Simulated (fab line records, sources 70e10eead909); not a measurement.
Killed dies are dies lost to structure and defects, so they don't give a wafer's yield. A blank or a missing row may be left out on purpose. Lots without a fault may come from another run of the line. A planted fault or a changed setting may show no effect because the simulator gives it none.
fab line records | flow nand_harc
record lots=13 wafers=39 last_day=33
route steps=1302 shown P_M0@272 END@1302
lots that met no fault: from a run of the same line without faults
start_h: hours from the record's first day to the start of the lot's first wafer shown | wait_h: hours since the lot's step before | " the same as in the row above | L1.1+2: a row that stands for several wafers | - no value, or no start given | * or withheld: withheld | < > ~ a bound
route shown NAME@n: a module of which the file shows steps, and the number in the route of the first | usual: mean/standard deviation of fault-free wafers | same: alike in all rows | chamber/n: place in a boat | sites: the reading at each site | _std_site: their standard deviation | _edge_site: outer sites' mean less inner sites' | radius_mm: how far each site lies from the wafer's centre | mask NAME#n: copy n | behind: the tool/chamber that last shaped the wafer | hold: why the lot was held/for how many hours/how that ended | device: the transistor (n, p or np) that didn't switch | end of line: the same wafers' tests at the end of the route | a step without rows: its recipe alone | killed: dies lost to structure and defects at the first sort, not the wafer's yield | map: a wafer's dies, x killed, . not, _ none there
set.NAME: the setting as run; set.NAME@STEP: as run at that earlier step | model.NAME: the simulator's own value behind a step, which no gauge read
steps of the route over a sample of lots; a table a step, a row a wafer
services: from which hour (start_h, from the record's first day; less than 0 if before it) a tool's chamber was out of use, for how many hours, and why
## steps
# step NHARC_P_M0_DEGAS_28
# recipe temp_c=250 time_s=60
# usual heater_power_w=360/33
# columns lot.wafer tool chamber start_h wait_h heater_power_w
L957.2 pvd_sputter-02 - 146.41 - 381
L957.1 " - " " 346
L957.6 " - " " 364
L958.2 pvd_sputter-02 - 150.53 - 371
L958.5 " - " " 368
L958.6 " - " " 371
L959.2 pvd_sputter-03 - 165.66 - 307
L959.3 " - " " 340
L959.6 " - " " 358
L960.3 pvd_sputter-02 - 173.28 - 386
L960.1 " - " " 353
L960.6 " - " " 365
L961.2 pvd_sputter-03 - 185.19 - 339
L961.3 " - " " 337
L961.5 " - " " 303
L962.3 pvd_sputter-02 - 199.04 - 371
L962.5 " - " " 374
L962.6 " - " " 365
L964.2 pvd_sputter-01 - 218.48 - 376
L964.6 " - " " 355
L964.5 " - " " 366
L965.4 pvd_sputter-03 - 224.54 - 304
L965.2 " - " " 345
L965.1 " - " " 337
L972.1 pvd_sputter-01 - 289.94 - 378
L972.3 " - " " 351
L972.2 " - " " 466
L973.4 pvd_sputter-03 - 301.65 - 339
L973.6 " - " " 337
L973.5 " - " " 333
L975.3 pvd_sputter-02 - 317.37 - 370
L975.2 " - " " 366
L975.1 " - " " 344
L974.3 pvd_sputter-02 - 318.82 - 366
L974.4 " - " " 363
L974.1 " - " " 348
L978.3 pvd_sputter-02 - 360.59 - 369
L978.2 " - " " 347
L978.5 " - " " 368
# step NHARC_P_M0_PRE_CLEAN_29
# recipe time_s=30 temp_c=280 gas=H2/He
# usual heater_power_w=441/38
# columns lot.wafer tool chamber start_h wait_h heater_power_w
L957.1 pvd_sputter-02 - - - 467
L957.2 " - " " 449
L957.6 " - " " 464
L958.2 pvd_sputter-02 - - - 448
L958.5 " - " " 457
L958.6 " - " " 431
L959.2 pvd_sputter-03 - - - 374
L959.3 " - " " 438
L959.6 " - " " 371
L960.3 pvd_sputter-02 - - - 420
L960.1 " - " " 459
L960.6 " - " " 423
L961.3 pvd_sputter-03 - - - 422
L961.2 " - " " 421
L961.5 " - " " 429
L962.3 pvd_sputter-02 - - - 450
L962.5 " - " " 464
L962.6 " - " " 417
L964.2 pvd_sputter-01 - - - 538
L964.6 " - " " 449
L964.5 " - " " 435
L965.4 pvd_sputter-03 - - - 425
L965.1 " - " " 377
L965.2 " - " " 434
L972.3 pvd_sputter-01 - - - 429
L972.2 " - " " 543
L972.1 " - " " 449
L973.4 pvd_sputter-03 - - - 425
L973.6 " - " " 436
L973.5 " - " " 427
L975.3 pvd_sputter-02 - - - 457
L975.2 " - " " 453
L975.1 " - " " 410
L974.1 pvd_sputter-02 - - - 453
L974.3 " - " " 449
L974.4 " - " " 406
L978.2 pvd_sputter-02 - - - 456
L978.3 " - " " 425
L978.5 " - " " 456
# step NHARC_P_M0_ECD_22
# recipe target_thk_a=4000 bath_temp_c=25 material=Cu
# columns lot.wafer tool chamber start_h wait_h
L957.2+1+6 ecd_cu-02 0,1,1 146.77 -
L958.2+6+5 ecd_cu-02 0,0,1 150.89 -
L959.2+3+6 ecd_cu-02 1,0,0 166.05 -
L960.1+3+6 ecd_cu-02 1,0,0 173.70 -
L961.2+3+5 ecd_cu-01 1,0,0 185.61 -
L962.3+5+6 ecd_cu-01 1,0,1 199.55 -
L964.2+6+5 ecd_cu-01 1,0,1 218.89 -
L965.1+2+4 ecd_cu-01 0,1,1 224.91 -
L972.1+2+3 ecd_cu-02 1,0,1 290.30 -
L973.4+6+5 ecd_cu-02 1,0,1 302.17 -
L975.2+1+3 ecd_cu-02 0,1,0 317.73 -
L974.1+4+3 ecd_cu-02 0,0,1 319.17 -
L978.2+3+5 ecd_cu-01 1,0,1 360.99 -
# step NHARC_P_M0_CMP_23
# recipe t_overpolish_s=20 target_thk_nm=117.54
# usual motor_current_A=12.0/1.3 slurry_filter_dp_kPa=13.48/0.14 slurry_flow_ml_min=150.0/0.49 time_to_endpoint_s=27.9/2.6
# columns lot.wafer tool chamber start_h wait_h motor_current_A slurry_filter_dp_kPa slurry_flow_ml_min time_to_endpoint_s
L957.1 cmp-02 2 147.55 - 13.0 13.34 149.6 29.3
L957.2 " 3 " " 11.6 13.28 150.9 27.5
L957.6 " 0 " " 10.7 13.41 149.7 27.7
L958.2 cmp-01 3 151.68 - 10.7 13.73 149.6 24.5
L958.5 " 1 " " 12.5 13.51 150.6 28.0
L958.6 " 2 " " 12.8 13.42 150.8 31.6
L959.3 cmp-04 3 166.76 - 9.5 13.54 149.6 35.0
L959.2 " 1 " " 12.3 13.32 149.5 25.2
L959.6 " 3 " " 10.0 13.61 150.1 34.2
L960.1 cmp-02 3 174.45 - 12.2 13.60 150.0 25.6
L960.3 " 1 " " 10.7 13.65 149.8 29.9
L960.6 " 3 " " 12.0 13.46 149.4 28.0
L961.2 cmp-04 2 186.32 - 14.0 13.44 150.1 28.8
L961.3 " 3 " " 9.9 13.34 149.8 31.6
L961.5 " 1 " " 11.6 13.33 149.8 21.9
L962.3 cmp-02 3 200.15 - 12.4 13.27 149.2 27.0
L962.5 " 2 " " 12.5 13.68 150.7 29.0
L962.6 " 3 " " 12.6 13.38 149.3 28.8
L964.2 cmp-04 0 219.62 - 11.3 13.48 148.7 30.4
L964.5 " 2 " " 14.2 13.57 150.0 15.1
L964.6 " 3 " " 9.9 13.64 150.0 28.8
L965.2 cmp-01 1 225.63 - 13.3 13.63 150.6 24.6
L965.1 " 2 " " 12.9 13.47 150.4 12.7
L965.4 " 0 " " 12.6 13.70 149.9 13.3
L972.3 cmp-02 3 291.05 - 12.7 13.45 149.9 27.7
L972.2 " 0 " " 10.6 13.42 149.7 25.4
L972.1 " 2 " " 13.4 13.53 149.6 31.2
L973.4 cmp-02 0 302.74 - 10.6 13.56 150.3 28.2
L973.5 " 0 " " 10.9 13.65 150.3 26.4
L973.6 " 1 " " 11.0 13.60 150.3 26.2
L975.3 cmp-02 0 318.45 - 11.1 13.61 150.6 28.5
L975.2 " 2 " " 13.9 13.42 150.3 29.9
L975.1 " 3 " " 11.5 13.51 150.1 29.3
L974.4 cmp-02 1 319.89 - 11.0 13.56 149.9 27.2
L974.1 " 2 " " 13.1 13.70 150.1 29.6
L974.3 " 0 " " 11.0 13.72 150.4 28.7
L978.3 cmp-04 0 361.71 - 11.5 13.29 150.2 28.0
L978.2 " 1 " " 11.9 13.54 149.7 27.4
L978.5 " 0 " " 10.9 13.39 150.6 28.0
# step NHARC_P_M0_INSPECT_27
# usual raw_defect_count=323/130
# columns lot.wafer tool chamber start_h wait_h raw_defect_count
L957.1 defect_inspect-01 - 147.96 0.0 304
L957.2 " - " " 152
L957.6 " - " " 187
L958.2 defect_inspect-01 - 152.09 0.0 458
L958.5 " - " " 731
L958.6 " - " " 632
L959.2 defect_inspect-02 - 167.23 0.0 298
L959.3 " - " " 284
L959.6 " - " " 275
L960.1 defect_inspect-02 - 174.89 0.0 265
L960.3 " - " " 209
L960.6 " - " " 208
L961.2 defect_inspect-01 - 186.78 0.0 485
L961.3 " - " " 413
L961.5 " - " " 527
L962.3 defect_inspect-01 - 200.59 0.0 387
L962.5 " - " " 386
L962.6 " - " " 190
L964.2 defect_inspect-02 - 220.04 0.0 257
L964.5 " - " " 288
L964.6 " - " " 201
L965.1 defect_inspect-02 - 226.11 0.0 195
L965.2 " - " " 254
L965.4 " - " " 339
L972.1 defect_inspect-01 - 291.55 0.0 276
L972.2 " - " " 347
L972.3 " - " " 217
L973.4 defect_inspect-01 - 303.22 0.0 212
L973.5 " - " " 254
L973.6 " - " " 149
L975.1 defect_inspect-02 - 318.92 0.0 248
L975.2 " - " " 212
L975.3 " - " " 195
L974.1 defect_inspect-02 - 320.36 0.0 256
L974.3 " - " " 374
L974.4 " - " " 446
L978.2 defect_inspect-01 - 362.16 0.0 347
L978.3 " - " " 311
L978.5 " - " " 147
# step NHARC_END_SORT_01
# recipe temp_c=25
# usual defect_limited_yield=89.8/2.4 killed_at_array=64/16 killed_at_other=1.0/1.1 killed_at_periphery=3.5/2.3 killed_dies=69/17 killed_open=3.2/1.6 killed_short=2.4/1.6
# same gross_dies=677
# columns lot.wafer tool chamber start_h wait_h defect_limited_yield[%] killed_at_array killed_at_other killed_at_periphery killed_dies killed_open killed_short
L965.1 prober-02 0 664.10 2.5 90.4 59 2 4 65 5 1
L965.2 prober-02 0 664.90 2.8 90.8 54 2 6 62 6 2
L965.4 prober-02 0 666.50 3.4 90.1 64 1 2 67 1 0
# killed by level:class
L965.1 A_CHANNEL_HOLE_D1:chamber_film_flake=33 A_CHANNEL_HOLE_D2:chamber_film_flake=18 P_GATE:chamber_film_flake=2 A_SLIT:chamber_film_flake=2 THIN_TSV:chamber_film_flake=2 P_M2:geometric_particle:open=1 A_DECK1_JOINT:geometric_particle:open=1 A_ONON_D2:geometric_particle:short=1
L965.2 A_CHANNEL_HOLE_D1:chamber_film_flake=32 A_CHANNEL_HOLE_D2:chamber_film_flake=15 A_SLIT:chamber_film_flake=2 THIN_TSV:chamber_film_flake=2 P_STI:geometric_particle:open=1 P_CONTACT:geometric_particle:open=1 P_M0:geometric_particle:short=1 P_M0:geometric_particle:open=1
L965.4 A_CHANNEL_HOLE_D1:chamber_film_flake=32 A_CHANNEL_HOLE_D2:chamber_film_flake=21 A_M1:chamber_film_flake=4 A_SLIT:chamber_film_flake=3 A_WL_FILL:chamber_film_flake=2 A_WL_FILL:geometric_particle:open=1 P_ZERO_WELL:chamber_film_flake=1 P_GATE:chamber_film_flake=1
## services
# columns tool chamber start_h hours kind
cmp-02 - 134.57 4.0 pm
pvd_sputter-03 - 137.86 2.8 repair
cmp-02 - 145.19 2.3 repair
cmp-04 - 160.93 3.5 repair
ecd_cu-01 - 176.71 8.0 pm
pvd_sputter-03 - 181.29 1.3 repair
pvd_sputter-01 - 187.57 3.2 repair
cmp-04 - 209.05 4.0 pm
cmp-02 - 212.43 1.5 repair
pvd_sputter-01 - 226.00 10.0 pm
cmp-02 - 232.71 4.0 pm
pvd_sputter-02 - 239.40 1.9 repair
pvd_sputter-02 - 243.30 18.0 repair
ecd_cu-02 - 244.00 8.0 pm
cmp-04 - 274.15 0.7 repair
pvd_sputter-02 - 282.00 10.0 pm
ecd_cu-02 - 291.96 0.4 repair
pvd_sputter-01 - 297.65 1.4 repair
cmp-04 - 307.08 4.0 pm
cmp-02 - 321.47 3.5 repair
cmp-02 - 330.71 4.0 pm
ecd_cu-02 - 346.14 0.6 repair
pvd_sputter-03 - 348.04 10.0 pm
ecd_cu-01 - 352.71 8.0 pm
## key
first_sign step=NHARC_P_M0_CMP_23 reading=time_to_endpoint_s direction=down sigmas=5.5 usual=* struck=*
effect none on later readings
met_at NHARC_P_M0_ECD_22
struck_lots L964,L965
struck_wafers L964.5,L965.1,L965.4
not_acting_at NHARC_P_M0_DEGAS_28,NHARC_P_M0_PRE_CLEAN_29,NHARC_P_M0_INSPECT_27
onset_between 199.55 218.89
fault kind=process_parameter_drift tool=ecd_cu-01 chamber=- onset_h=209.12 steps=NHARC_P_M0_ECD_22 channel=target_thk_a offset=* shape=step end_h=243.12 scope=struck_wafers_only acts_in=* stated=*
